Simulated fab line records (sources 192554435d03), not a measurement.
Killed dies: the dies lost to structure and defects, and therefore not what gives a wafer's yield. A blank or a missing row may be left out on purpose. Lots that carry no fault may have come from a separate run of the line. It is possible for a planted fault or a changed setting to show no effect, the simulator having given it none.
fab line records	flow n5_finfet
record: lots: 11	wafers: 33	last_day: 17
route steps=1938 shown BEOL_M15@1827 PASS1_DEP@1831 MIM_BOT@1832 MIM_TOP@1835 MIM_TOP_LITHO@1849 PASSIVATION@1936
lots that met no fault: from a run of the same line without faults
start_h: the number of hours between the record's first day and the start of the first shown wafer of the lot	wait_h: hours elapsed since this lot's preceding step	" same as the row above	L1.1+2: a single row standing in for several wafers	- no value, or no start was given	* or withheld: withheld	< > ~ a bound
route shown NAME@n: a module of which the file shows steps, and the number in the route of the first	usual: mean and standard deviation over wafers with no fault	same: alike in all rows	chamber/n: place in a boat	sites: per-site readings	_std_site: standard deviation across them	_edge_site: mean of outer sites minus mean of inner sites	radius_mm: for every site, how far away it sits from the centre of the wafer	mask NAME#n: copy n	behind: the tool/chamber that last shaped the wafer	hold: reason for holding the lot/hours on hold/outcome of the hold	device: whichever transistor did not switch (one of n, p or np)	end of line: the tests these same wafers got at the end of their route	a step given without rows: its recipe and nothing more	killed: at the first sort, the dies lost to defects and structure; wafer yield is something else	map: the dies of a wafer, with x for killed, . for not killed, _ for no die there
set.NAME: the run value of the setting; set.NAME@STEP: its run value at that earlier step	model.NAME: the simulator's own value behind a step, which no gauge read
the route's steps for a sample of lots (tables are steps, rows are wafers)
services: a tool's chamber out of use, with start hour (start_h, from the record's first day; less than 0 if before it), hours out, and reason
== steps ==
step: N5_BEOL_M15_DEP_53
recipe: material: SiCN	target_thk_a: 500	temp_c: withheld	precursor: 3MS/NH3	pressure_torr: 3	rf_w: 675	time_s: 17.8
usual: showerhead_plenum_p_Torr: 4.158/0.027	throttle_valve_pct: 18.0/1.4
lot.wafer	tool	chamber	start_h	wait_h	showerhead_plenum_p_Torr	throttle_valve_pct
L923.1	pecvd-04	1	271.06	0.0	4.174	18.3
L923.4	"	2	"	"	4.180	18.0
L923.5	"	1	"	"	4.175	18.2
L926.1	pecvd-03	2	277.38	0.0	4.131	16.9
L926.5	"	1	"	"	4.107	16.5
L926.6	"	2	"	"	4.144	16.9
L929.2	pecvd-03	2	287.54	0.0	4.134	16.9
L929.3	"	1	"	"	4.113	16.7
L929.6	"	2	"	"	4.130	16.9
L931.2	pecvd-04	1	309.55	0.0	4.170	17.9
L931.3	"	2	"	"	4.178	18.0
L931.5	"	0	"	"	4.151	17.3
L936.4	pecvd-04	2	332.47	0.0	4.169	18.2
L936.5	"	1	"	"	4.178	17.9
L936.6	"	0	"	"	4.142	17.0
L933.1	pecvd-02	1	334.20	0.0	4.209	20.4
L933.4	"	1	"	"	4.200	20.5
L933.5	"	0	"	"	4.155	16.9
L934.2	pecvd-04	1	339.55	0.0	4.175	18.0
L934.3	"	0	"	"	4.141	17.1
L934.6	"	1	"	"	4.163	18.2
L935.1	pecvd-04	0	345.86	0.0	4.140	16.9
L935.5	"	1	"	"	4.176	18.3
L935.6	"	2	"	"	4.163	18.4
L945.3	pecvd-04	2	387.26	0.0	4.176	18.2
L945.4	"	0	"	"	4.135	16.9
L945.5	"	2	"	"	4.158	18.2
L943.2	pecvd-04	0	391.54	0.0	4.138	17.3
L943.5	"	1	"	"	4.174	18.0
L943.6	"	2	"	"	4.170	18.3
L944.2	pecvd-03	1	392.85	0.0	4.119	16.8
L944.4	"	2	"	"	4.131	16.9
L944.5	"	0	"	"	4.184	20.3
step: N5_PASSIVATION_PECVD_00
recipe: material: SiO2	target_thk_a: 2000	temp_c: 400	precursor: SiH4/N2O	pressure_torr: 2.7	rf_w: 608	time_s: 11.2
usual: heater_power_w: 620/79	showerhead_plenum_p_Torr: 8.18/0.15	susceptor_temp_C: 400.01/0.2	throttle_valve_pct: 51/3.5
lot.wafer	tool	chamber	start_h	wait_h	heater_power_w	showerhead_plenum_p_Torr	susceptor_temp_C	throttle_valve_pct
L923.1	pecvd-01	2	272.14	0.8	621	7.94	400.21	47
L923.4	"	0	"	"	697	8.39	400.10	50
L923.5	"	1	"	"	795	8.26	400.05	56
L926.1	pecvd-01	1	278.46	0.8	785	8.25	400.02	56
L926.5	"	1	"	"	813	8.25	399.96	56
L926.6	"	2	"	"	549	7.95	400.01	47
L929.2	pecvd-01	1	288.63	0.7	755	8.25	400.22	56
L929.3	"	0	"	"	690	8.40	399.72	50
L929.6	"	2	"	"	614	7.94	399.78	47
L931.2	pecvd-03	2	310.64	0.7	523	8.07	399.93	48
L931.3	"	1	"	"	640	7.96	399.78	47
L931.5	"	1	"	"	650	7.97	399.85	47
L936.4	pecvd-01	1	334.49	0.4	667	8.26	400.00	56
L936.5	"	2	"	"	687	7.95	399.90	47
L936.6	"	0	"	"	629	8.41	399.35	51
L933.1	pecvd-01	2	335.29	0.8	663	7.97	399.92	47
L933.4	"	1	"	"	775	8.28	400.06	56
L933.5	"	2	"	"	661	7.96	399.75	47
L934.2	pecvd-01	2	340.63	0.7	605	7.94	400.15	47
L934.3	"	0	"	"	719	8.41	399.96	50
L934.6	"	2	"	"	631	7.94	400.34	47
L935.1	pecvd-01	0	346.94	0.8	623	8.39	399.60	51
L935.5	"	0	"	"	647	8.40	399.74	50
L935.6	"	2	"	"	628	7.99	400.11	47
L945.3	pecvd-04	0	388.34	0.5	650	8.07	399.93	48
L945.4	"	0	"	"	623	8.07	400.06	48
L945.5	"	1	"	"	693	8.25	400.17	51
L943.2	pecvd-03	0	392.62	0.7	464	8.30	399.92	59
L943.5	"	1	"	"	641	7.96	399.93	48
L943.6	"	0	"	"	478	8.33	399.94	59
L944.2	pecvd-03	1	393.93	0.7	648	7.95	399.57	48
L944.4	"	1	"	"	628	7.94	399.59	48
L944.5	"	0	"	"	518	8.32	400.10	59
step: N5_MIM_BOT_DEGAS_01
recipe: ambient: vacuum	temp_c: 300	time_s: 60
usual: heater_power_w: 453/45	susceptor_temp_C: 299.99/0.21
lot.wafer	tool	chamber	start_h	wait_h	heater_power_w	susceptor_temp_C
L923.1	pvd_sputter-02	-	275.30	3.1	490	299.73
L923.4	"	-	"	"	476	300.03
L923.5	"	-	"	"	496	299.96
L926.1	pvd_sputter-02	-	280.68	2.2	483	299.41
L926.5	"	-	"	"	411	300.31
L926.6	"	-	"	"	468	299.72
L929.2	pvd_sputter-03	-	288.80	0.2	504	300.28
L929.3	"	-	"	"	439	300.07
L929.6	"	-	"	"	457	300.10
L931.2	pvd_sputter-01	-	313.99	3.3	455	300.01
L931.3	"	-	"	"	482	299.79
L931.5	"	-	"	"	489	299.87
L936.4	pvd_sputter-01	-	334.74	0.2	498	299.91
L936.5	"	-	"	"	493	299.95
L936.6	"	-	"	"	488	299.80
L933.1	pvd_sputter-02	-	337.54	2.2	465	299.96
L933.4	"	-	"	"	458	300.00
L933.5	"	-	"	"	496	299.92
L934.2	pvd_sputter-02	-	340.70	0.1	361	300.22
L934.3	"	-	"	"	467	299.93
L934.6	"	-	"	"	411	300.14
L935.1	pvd_sputter-03	-	348.91	1.9	512	300.23
L935.5	"	-	"	"	386	299.95
L935.6	"	-	"	"	452	299.72
L945.3	pvd_sputter-03	-	388.44	0.1	431	299.90
L945.4	"	-	"	"	500	300.00
L945.5	"	-	"	"	377	300.25
L943.2	pvd_sputter-01	-	393.47	0.8	487	300.00
L943.5	"	-	"	"	474	300.03
L943.6	"	-	"	"	479	299.87
L944.2	pvd_sputter-03	-	394.79	0.8	452	300.26
L944.4	"	-	"	"	509	300.25
L944.5	"	-	"	"	454	300.15
step: N5_MIM_TOP_ALD_01
recipe: material: HfO2	target_thk_a: 56	temp_c: withheld	ald_precursor_family: Hf-amide	ald_co_reactant: O3	pulse_time_s: 1	purge_time_s: 3	co_reactant_purge_time_s: 2	co_reactant_pulse_time_s: 3	ald_cycles: 62
usual: precursor_pulse_height_rel: 1.000/0.02
same: purge_time_s: 3
lot.wafer	tool	chamber	start_h	wait_h	precursor_pulse_height_rel
L923.1	ald_hk-02	0	-	-	1.013
L923.4	"	3	"	"	0.996
L923.5	"	3	"	"	1.005
L926.1	ald_hk-01	0	-	-	0.986
L926.5	"	2	"	"	0.988
L926.6	"	3	"	"	0.976
L929.2	ald_hk-01	3	-	-	0.980
L929.3	"	0	"	"	1.026
L929.6	"	3	"	"	1.017
L931.2	ald_hk-02	3	-	-	0.995
L931.3	"	0	"	"	1.010
L931.5	"	2	"	"	1.019
L936.4	ald_hk-03	2	-	-	1.004
L936.5	"	3	"	"	0.993
L936.6	"	2	"	"	1.011
L933.1	ald_hk-01	2	-	-	1.016
L933.4	"	1	"	"	0.987
L933.5	"	2	"	"	0.974
L934.2	ald_hk-01	1	-	-	0.958
L934.3	"	3	"	"	0.995
L934.6	"	1	"	"	1.009
L935.1	ald_hk-01	2	-	-	1.013
L935.5	"	3	"	"	1.037
L935.6	"	2	"	"	1.008
L945.3	ald_hk-03	0	-	-	1.013
L945.4	"	3	"	"	1.038
L945.5	"	1	"	"	1.003
L943.2	ald_hk-03	0	-	-	0.979
L943.5	"	2	"	"	1.036
L943.6	"	1	"	"	1.006
L944.2	ald_hk-02	3	-	-	1.008
L944.4	"	1	"	"	1.010
L944.5	"	0	"	"	1.000
step: N5_MIM_TOP_LITHO_INSPECT_12
recipe: mode: adi	inspect_instrument: macro
usual: raw_defect_count: 2.0/1.2
lot.wafer	tool	chamber	start_h	wait_h	raw_defect_count
L923.1	defect_inspect-01	-	276.54	0.0	1
L923.4	"	-	"	"	1
L923.5	"	-	"	"	1
L926.1	defect_inspect-01	-	284.15	0.0	1
L926.5	"	-	"	"	1
L926.6	"	-	"	"	1
L929.2	defect_inspect-02	-	291.69	0.0	2
L929.3	"	-	"	"	1
L929.6	"	-	"	"	3
L931.2	defect_inspect-02	-	315.55	0.0	1
L931.3	"	-	"	"	2
L931.5	"	-	"	"	0
L936.4	defect_inspect-01	-	338.03	0.0	4
L936.5	"	-	"	"	0
L936.6	"	-	"	"	1
L933.1	defect_inspect-01	-	339.06	0.2	5
L933.4	"	-	"	"	4
L933.5	"	-	"	"	3
L934.2	defect_inspect-02	-	344.90	0.0	266
L934.3	"	-	"	"	253
L934.6	"	-	"	"	252
L935.1	defect_inspect-01	-	350.45	0.0	251
L935.5	"	-	"	"	239
L935.6	"	-	"	"	271
L945.3	defect_inspect-01	-	390.52	0.0	2
L945.4	"	-	"	"	2
L945.5	"	-	"	"	2
L943.2	defect_inspect-02	-	395.95	0.0	2
L943.5	"	-	"	"	2
L943.6	"	-	"	"	3
L944.2	defect_inspect-02	-	396.55	0.0	3
L944.4	"	-	"	"	2
L944.5	"	-	"	"	2
step: N5_PASSIVATION_PROBE_49
usual: defect_limited_yield: 91.3/1.5	killed_at_M0_to_M3: 35/8.7	killed_at_M4_up: 14/5.5	killed_at_contacts: 11/5.6	killed_at_front_end: 39/13	killed_at_other: 3.7/2.2	killed_dies: 103/18	killed_on_rim: 14/4.4	killed_open: 69/14	killed_short: 33/7.8	sort_bin_4_leakage: 0.02/0.15	sort_bin_5_function: 5.1/0.99	sort_bin_6_memory: 3.3/0.67	sort_n_pass: 1077/18	sort_yield_pct: 91.2/1.5
same: gross_dies: 1180	killed_at_back_side: 0	sort_bin_8_speed[%]: 0
lot.wafer	tool	chamber	start_h	wait_h	defect_limited_yield[%]	killed_at_M0_to_M3	killed_at_M4_up	killed_at_contacts	killed_at_front_end	killed_at_other	killed_dies	killed_on_rim	killed_open	killed_short	sort_bin_4_leakage[%]	sort_bin_5_function[%]	sort_bin_6_memory[%]	sort_n_pass	sort_yield_pct[%]
L923.1	prober-02	-	286.73	0.0	90.6	40	7	13	46	5	111	18	76	33	0	5.1	3.7	1069	90.6
L923.4	prober-02	-	286.88	0.2	90.6	37	16	10	43	5	111	17	73	37	0	5.3	3.8	1069	90.6
L923.5	prober-02	-	286.93	0.2	90.4	14	5	27	63	4	113	28	73	38	0	5.6	3.7	1067	90.4
L926.1	prober-02	-	293.41	0.0	91.4	38	20	5	31	7	101	13	64	37	0	5.2	3.1	1079	91.4
L926.5	prober-02	-	293.61	0.2	92.6	33	8	13	29	4	87	9	62	24	0	3.7	3.1	1093	92.6
L926.6	prober-02	-	293.66	0.3	93.0	31	10	10	26	6	83	9	65	17	0	4.1	2.6	1097	93.0
L929.2	prober-01	-	302.85	0.1	92.1	36	9	8	34	6	93	13	58	34	0	5.1	2.3	1087	92.1
L929.3	prober-01	-	302.90	0.1	91.7	41	16	9	27	5	98	9	68	30	0	4.6	3.5	1082	91.7
L929.6	prober-01	-	303.05	0.3	92.2	27	20	6	32	7	92	9	66	25	0	4.6	3.1	1088	92.2
L931.2	prober-01	-	325.68	0.1	91.3	40	21	3	35	4	103	9	71	30	0	4.8	3.8	1077	91.3
L931.3	prober-01	-	325.73	0.1	90.4	38	16	6	50	3	113	13	73	33	0	5.5	3.6	1067	90.4
L931.5	prober-01	-	325.83	0.2	91.2	30	12	7	49	6	104	13	58	44	0	5.4	3.1	1076	91.2
L933.1	prober-02	-	350.42	0.0	94.1	31	7	13	18	1	70	7	46	24	0	3.8	1.9	1110	94.1
L933.4	prober-02	-	350.57	0.2	91.1	34	15	19	33	4	105	18	79	26	0	6.0	2.5	1075	91.1
L933.5	prober-02	-	350.62	0.2	93.5	34	4	10	28	1	77	9	44	33	0	3.6	2.5	1103	93.5
L936.4	prober-02	-	350.93	0.2	91.0	39	11	5	49	2	106	11	67	39	0	5.7	3.1	1074	91.0
L936.5	prober-02	-	350.98	0.2	91.9	33	5	13	42	2	95	14	67	27	0	5.2	2.4	1085	91.9
L936.6	prober-02	-	351.03	0.3	89.7	44	6	13	57	2	122	12	86	35	0	6.4	3.6	1058	89.7
L934.2	prober-02	-	356.11	0.1	83.0	27	27	18	50	79	201	34	97	27	0	10.2	5.6	979	83.0
L934.3	prober-02	-	356.16	0.1	85.5	41	25	7	42	56	171	35	78	41	0.25	9.9	3.6	1006	85.3
L934.6	prober-02	-	356.31	0.3	84.0	34	23	13	47	72	189	33	87	33	0	9.7	5.0	991	84.0
L935.1	prober-02	-	359.58	0.0	89.0	28	9	8	34	51	130	14	50	29	0	7.1	2.6	1050	89.0
L935.5	prober-02	-	359.78	0.2	87.5	34	18	5	37	54	148	24	62	33	0	8.6	2.8	1032	87.5
L935.6	prober-02	-	359.83	0.3	85.7	34	10	7	42	76	169	30	63	36	0	10.2	3.1	1011	85.7
L945.3	prober-01	-	405.04	0.1	89.2	34	13	15	63	3	128	18	88	39	0	6.3	4.4	1052	89.2
L945.4	prober-01	-	405.09	0.2	91.2	31	19	8	45	1	104	12	65	36	0	5.4	2.9	1076	91.2
L945.5	prober-01	-	405.14	0.2	88.8	37	22	20	50	3	132	23	90	37	0	6.8	4.3	1048	88.8
L943.2	prober-01	-	413.45	0.1	90.9	31	18	18	39	1	107	12	77	26	0	5.2	3.6	1073	90.9
L943.5	prober-01	-	413.60	0.2	90.7	36	9	25	37	3	110	18	85	24	0	5.6	3.5	1070	90.7
L943.6	prober-01	-	413.65	0.3	93.3	30	8	12	29	0	79	12	44	34	0	3.2	3.1	1101	93.3
L944.2	prober-02	-	415.42	0.1	90.4	24	26	7	54	2	113	19	77	29	0	5.1	3.9	1067	90.4
L944.4	prober-02	-	415.52	0.2	90.8	27	11	7	61	2	108	18	74	32	0	5.8	3.1	1072	90.8
L944.5	prober-02	-	415.57	0.2	90.4	30	22	10	44	7	113	13	82	31	0	6.0	3.3	1067	90.4
killed by level:class
L923.1 STI_FIN_REVEAL:geometric_particle:open=20 MOL_CONTACT_COAG:geometric_particle:open=12 BEOL_M0_SAQP:geometric_particle:short=10 FIN_SAQP:geometric_particle:short=7 BEOL_M1:geometric_particle:open=7 BEOL_M2:geometric_particle:open=7 FIN_SAQP:geometric_particle:open=5 BEOL_M3:geometric_particle:open=5
L923.4 BEOL_M2:geometric_particle:open=13 FIN_SAQP:geometric_particle:open=11 MOL_CONTACT_COAG:geometric_particle:open=10 BEOL_M0_SAQP:geometric_particle:open=9 BEOL_M4:geometric_particle:open=8 FIN_SAQP:geometric_particle:short=7 STI_FIN_REVEAL:geometric_particle:open=7 DUMMY_GATE:geometric_particle:open=5
L923.5 MOL_CONTACT_COAG:geometric_particle:open=20 STI_FIN_REVEAL:geometric_particle:open=16 FIN_SAQP:geometric_particle:short=13 FIN_SAQP:geometric_particle:open=11 MOL_CONTACT_COAG:geometric_particle:short=7 DUMMY_GATE:geometric_particle:open=6 GATE_CUT:geometric_particle:short=3 BEOL_M0_SAQP:geometric_particle:open=3
L926.1 BEOL_M2:geometric_particle:open=13 FIN_SAQP:geometric_particle:open=8 FIN_SAQP:geometric_particle:short=7 BEOL_M0_SAQP:geometric_particle:short=7 BEOL_M0_SAQP:geometric_particle:open=7 BEOL_M4:geometric_particle:open=6 BEOL_M3:geometric_particle:open=5 BEOL_M4:geometric_particle:short=5
L926.5 STI_FIN_REVEAL:geometric_particle:open=12 MOL_CONTACT_COAG:geometric_particle:open=10 BEOL_M0_SAQP:geometric_particle:short=9 BEOL_M2:geometric_particle:open=8 BEOL_M0_SAQP:geometric_particle:open=6 BEOL_M3:geometric_particle:open=6 BEOL_M4:geometric_particle:open=4 FIN_SAQP:geometric_particle:short=3
L926.6 BEOL_M3:geometric_particle:open=13 MOL_CONTACT_COAG:geometric_particle:open=10 STI_FIN_REVEAL:geometric_particle:open=8 DUMMY_GATE:geometric_particle:open=6 BEOL_M0_SAQP:geometric_particle:open=5 BEOL_M0_SAQP:geometric_particle:short=5 FIN_CUT:geometric_particle:open=3 BEOL_M2:geometric_particle:open=3
L929.2 DUMMY_GATE:geometric_particle:open=8 BEOL_M0_SAQP:geometric_particle:open=7 MOL_CONTACT_COAG:geometric_particle:open=7 FIN_SAQP:geometric_particle:open=6 BEOL_M0_SAQP:geometric_particle:short=6 BEOL_M2:geometric_particle:open=6 BEOL_M3:geometric_particle:open=6 DUMMY_GATE:geometric_particle:short=5
L929.3 BEOL_M0_SAQP:geometric_particle:open=11 BEOL_M2:geometric_particle:open=8 BEOL_M4:geometric_particle:open=7 DUMMY_GATE:geometric_particle:open=6 MOL_CONTACT_COAG:geometric_particle:open=6 BEOL_M3:geometric_particle:open=6 FIN_SAQP:geometric_particle:open=5 GATE_CUT:geometric_particle:short=4
L929.6 BEOL_M4:geometric_particle:open=10 BEOL_M0_SAQP:geometric_particle:open=8 STI_FIN_REVEAL:geometric_particle:open=6 MOL_CONTACT_COAG:geometric_particle:open=6 DUMMY_GATE:geometric_particle:open=5 BEOL_M3:geometric_particle:open=5 STARTING-WAFER:geometric_particle:short=4 GATE_CUT:geometric_particle:short=4
L931.2 BEOL_M2:geometric_particle:open=11 BEOL_M1:geometric_particle:open=9 BEOL_M4:geometric_particle:open=9 FIN_SAQP:geometric_particle:short=8 FIN_SAQP:geometric_particle:open=8 BEOL_M0_SAQP:geometric_particle:short=6 BEOL_M0:geometric_particle:open=5 DUMMY_GATE:geometric_particle:open=4
L931.3 BEOL_M3:geometric_particle:open=13 STI_FIN_REVEAL:geometric_particle:open=11 FIN_SAQP:geometric_particle:open=10 FIN_SAQP:geometric_particle:short=7 BEOL_M0_SAQP:geometric_particle:short=7 STARTING-WAFER:geometric_particle:short=7 DUMMY_GATE:geometric_particle:open=5 MOL_CONTACT_COAG:geometric_particle:open=5
L931.5 FIN_SAQP:geometric_particle:short=22 FIN_SAQP:geometric_particle:open=12 BEOL_M3:geometric_particle:open=9 MOL_CONTACT_COAG:geometric_particle:open=7 BEOL_M0_SAQP:geometric_particle:short=6 STI_FIN_REVEAL:geometric_particle:open=5 BEOL_M1:geometric_particle:open=5 BEOL_M0_SAQP:geometric_particle:open=4
L933.1 MOL_CONTACT_COAG:geometric_particle:open=12 BEOL_M0_SAQP:geometric_particle:short=7 BEOL_M1:geometric_particle:open=6 BEOL_M0:geometric_particle:open=5 BEOL_M3:geometric_particle:open=5 FIN_SAQP:geometric_particle:open=4 STI_FIN_REVEAL:geometric_particle:open=4 FIN_SAQP:geometric_particle:short=3
L933.4 MOL_CONTACT_COAG:geometric_particle:open=16 FIN_SAQP:geometric_particle:open=14 BEOL_M2:geometric_particle:open=11 FIN_SAQP:geometric_particle:short=9 BEOL_M0_SAQP:geometric_particle:open=9 BEOL_M4:geometric_particle:open=9 BEOL_M3:geometric_particle:open=5 MOL_CONTACT_COAG:geometric_particle:short=3
L933.5 FIN_SAQP:geometric_particle:open=9 BEOL_M0_SAQP:geometric_particle:short=9 FIN_SAQP:geometric_particle:short=8 BEOL_M0_SAQP:geometric_particle:open=8 MOL_CONTACT_COAG:geometric_particle:open=7 BEOL_M1:geometric_particle:open=5 MOL_CONTACT_COAG:geometric_particle:short=3 BEOL_M3:geometric_particle:open=3
L936.4 FIN_SAQP:geometric_particle:short=12 STI_FIN_REVEAL:geometric_particle:open=12 BEOL_M3:geometric_particle:open=9 FIN_SAQP:geometric_particle:open=8 BEOL_M0_SAQP:geometric_particle:short=8 BEOL_M0_SAQP:geometric_particle:open=8 BEOL_M2:geometric_particle:open=6 STI_FIN_REVEAL:geometric_particle:short=4
L936.5 FIN_SAQP:geometric_particle:open=10 STI_FIN_REVEAL:geometric_particle:open=10 MOL_CONTACT_COAG:geometric_particle:open=10 BEOL_M0_SAQP:geometric_particle:short=9 BEOL_M0_SAQP:geometric_particle:open=6 STI_FIN_REVEAL:geometric_particle:short=5 BEOL_M1:geometric_particle:open=5 BEOL_M2:geometric_particle:open=4
L936.6 STI_FIN_REVEAL:geometric_particle:open=21 BEOL_M2:geometric_particle:open=16 MOL_CONTACT_COAG:geometric_particle:open=12 BEOL_M0_SAQP:geometric_particle:short=11 DUMMY_GATE:geometric_particle:open=7 ILD0:geometric_particle:open=6 BEOL_M0_SAQP:geometric_particle:open=6 FIN_SAQP:geometric_particle:open=5
L934.2 PASS1_DEP:unspecified=77 STI_FIN_REVEAL:geometric_particle:open=18 MOL_CONTACT_COAG:geometric_particle:open=16 BEOL_M4:geometric_particle:open=14 BEOL_M2:geometric_particle:open=10 FIN_SAQP:geometric_particle:open=8 BEOL_M3:geometric_particle:open=7 BEOL_M4:geometric_particle:short=7
L934.3 PASS1_DEP:unspecified=52 STI_FIN_REVEAL:geometric_particle:open=13 BEOL_M4:geometric_particle:open=12 BEOL_M1:geometric_particle:open=10 BEOL_M0_SAQP:geometric_particle:short=8 BEOL_M3:geometric_particle:open=8 FIN_SAQP:geometric_particle:open=7 BEOL_M0_SAQP:geometric_particle:open=7
L934.6 PASS1_DEP:unspecified=69 STI_FIN_REVEAL:geometric_particle:open=17 FIN_SAQP:geometric_particle:open=12 BEOL_M0_SAQP:geometric_particle:open=12 MOL_CONTACT_COAG:geometric_particle:open=11 BEOL_M4:geometric_particle:open=10 FIN_SAQP:geometric_particle:short=8 BEOL_M0_SAQP:geometric_particle:short=7
L935.1 PASS1_DEP:unspecified=51 FIN_SAQP:geometric_particle:short=12 FIN_SAQP:geometric_particle:open=8 MOL_CONTACT_COAG:geometric_particle:open=7 BEOL_M0_SAQP:geometric_particle:open=7 BEOL_M1:geometric_particle:open=6 BEOL_M0_SAQP:geometric_particle:short=4 STI_FIN_REVEAL:geometric_particle:open=3
L935.5 PASS1_DEP:unspecified=53 FIN_SAQP:geometric_particle:short=11 FIN_SAQP:geometric_particle:open=10 BEOL_M4:geometric_particle:open=10 BEOL_M0_SAQP:geometric_particle:open=9 DUMMY_GATE:geometric_particle:open=6 BEOL_M1:geometric_particle:open=6 MOL_CONTACT_COAG:geometric_particle:open=5
L935.6 PASS1_DEP:unspecified=69 FIN_SAQP:geometric_particle:open=13 FIN_SAQP:geometric_particle:short=11 BEOL_M0_SAQP:geometric_particle:open=7 BEOL_M1:geometric_particle:open=6 MOL_CONTACT_COAG:geometric_particle:open=5 BEOL_M2:geometric_particle:open=5 STI_FIN_REVEAL:geometric_particle:open=4
L945.3 FIN_SAQP:geometric_particle:open=25 MOL_CONTACT_COAG:geometric_particle:open=14 STI_FIN_REVEAL:geometric_particle:open=13 FIN_SAQP:geometric_particle:short=12 BEOL_M0_SAQP:geometric_particle:open=12 BEOL_M3:geometric_particle:open=6 BEOL_M0_SAQP:geometric_particle:short=5 BEOL_M4:geometric_particle:open=5
L945.4 FIN_SAQP:geometric_particle:open=12 BEOL_M0_SAQP:geometric_particle:short=7 BEOL_M4:geometric_particle:open=7 MOL_CONTACT_COAG:geometric_particle:open=6 GATE_CUT:geometric_particle:short=5 BEOL_M0_SAQP:geometric_particle:open=5 BEOL_M0:geometric_particle:short=5 GATE_CUT:geometric_particle:open=4
L945.5 FIN_SAQP:geometric_particle:open=16 MOL_CONTACT_COAG:geometric_particle:open=15 FIN_SAQP:geometric_particle:short=12 BEOL_M0_SAQP:geometric_particle:open=11 BEOL_M4:geometric_particle:open=10 STI_FIN_REVEAL:geometric_particle:open=10 BEOL_M1:geometric_particle:open=7 BEOL_M0_SAQP:geometric_particle:short=5
L943.2 MOL_CONTACT_COAG:geometric_particle:open=16 BEOL_M4:geometric_particle:open=11 FIN_SAQP:geometric_particle:open=8 BEOL_M3:geometric_particle:open=8 BEOL_M2:geometric_particle:open=7 DUMMY_GATE:geometric_particle:open=5 GATE_CUT:geometric_particle:short=4 FIN_SAQP:geometric_particle:short=4
L943.5 MOL_CONTACT_COAG:geometric_particle:open=21 FIN_SAQP:geometric_particle:open=17 BEOL_M3:geometric_particle:open=11 BEOL_M2:geometric_particle:open=8 BEOL_M4:geometric_particle:open=6 FIN_SAQP:geometric_particle:short=5 SPACER0:geometric_particle:open=4 MOL_CONTACT_COAG:geometric_particle:short=4
L943.6 BEOL_M0_SAQP:geometric_particle:short=10 MOL_CONTACT_COAG:geometric_particle:open=8 BEOL_M3:geometric_particle:open=7 FIN_SAQP:geometric_particle:open=5 FIN_SAQP:geometric_particle:short=5 STARTING-WAFER:geometric_particle:short=5 STI_FIN_REVEAL:geometric_particle:open=4 MOL_CONTACT_COAG:geometric_particle:short=4
L944.2 FIN_SAQP:geometric_particle:open=20 BEOL_M4:geometric_particle:open=10 FIN_SAQP:geometric_particle:short=8 BEOL_M3:geometric_particle:open=7 MOL_CONTACT_COAG:geometric_particle:open=6 HKMG_FIN:area_etch=5 STI_FIN_REVEAL:geometric_particle:open=4 BEOL_M2:geometric_particle:open=4
L944.4 STI_FIN_REVEAL:geometric_particle:open=29 DUMMY_GATE:geometric_particle:open=6 MOL_CONTACT_COAG:geometric_particle:open=6 BEOL_M1:geometric_particle:open=5 BEOL_M3:geometric_particle:open=5 BEOL_M3:geometric_particle:short=5 BEOL_M4:geometric_particle:open=5 STARTING-WAFER:geometric_particle:short=5
L944.5 BEOL_M4:geometric_particle:open=16 STI_FIN_REVEAL:geometric_particle:open=14 MOL_CONTACT_COAG:geometric_particle:open=10 FIN_SAQP:geometric_particle:open=9 GATE_CUT:geometric_particle:short=9 BEOL_M1:geometric_particle:open=9 BEOL_M0_SAQP:geometric_particle:short=7 BEOL_M0_SAQP:geometric_particle:open=6
== services ==
tool	chamber	start_h	hours	kind
pecvd-03	1	259.08	5.0	scheduled_down
ald_hk-01	-	260.54	6.0	pm
pecvd-01	-	270.76	0.9	repair
pvd_sputter-03	-	277.53	2.1	repair
ald_hk-01	-	278.81	0.5	repair
pecvd-02	1	292.93	5.5	scheduled_down
pecvd-03	0	305.82	12.4	repair
pecvd-04	1	317.12	3.5	repair
pecvd-02	0	326.16	5.5	scheduled_down
pecvd-01	1	328.19	2.1	scheduled_down
pecvd-03	-	329.15	14.6	pm
pecvd-01	1	335.67	5.5	scheduled_down
pecvd-03	-	351.09	5.5	pm
pecvd-03	1	367.90	2.1	scheduled_down
ald_hk-01	-	375.72	2.8	pm
pecvd-03	1	379.09	4.7	repair
pecvd-01	1	383.45	5.7	repair
pecvd-04	-	391.74	2.8	pm
pvd_sputter-02	-	395.03	1.1	repair
== key ==
first_sign: step: N5_MIM_TOP_LITHO_INSPECT_12	reading: raw_defect_count	direction: up	sigmas: 99+	usual: 2.0	struck: 255.3
effect: step: N5_PASSIVATION_PROBE_49	reading: killed_at_other	direction: up	sigmas: 28	usual: 3.7	struck: 64.7
more_kills_born_at: N5_PASSIVATION_PECVD_00@pecvd-01: 371
met_at N5_PASSIVATION_PECVD_00
struck_lots L934,L935
not_acting_at N5_BEOL_M15_DEP_53,N5_MIM_BOT_DEGAS_01,N5_MIM_TOP_ALD_01
onset_between 335.29 340.63
fault: kind: chamber_particle_source	tool: pecvd-01	chamber: -	onset_h: 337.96	steps: N5_PASSIVATION_PECVD_00	rate_per_visit_cm2: 0.39487	end_h: 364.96
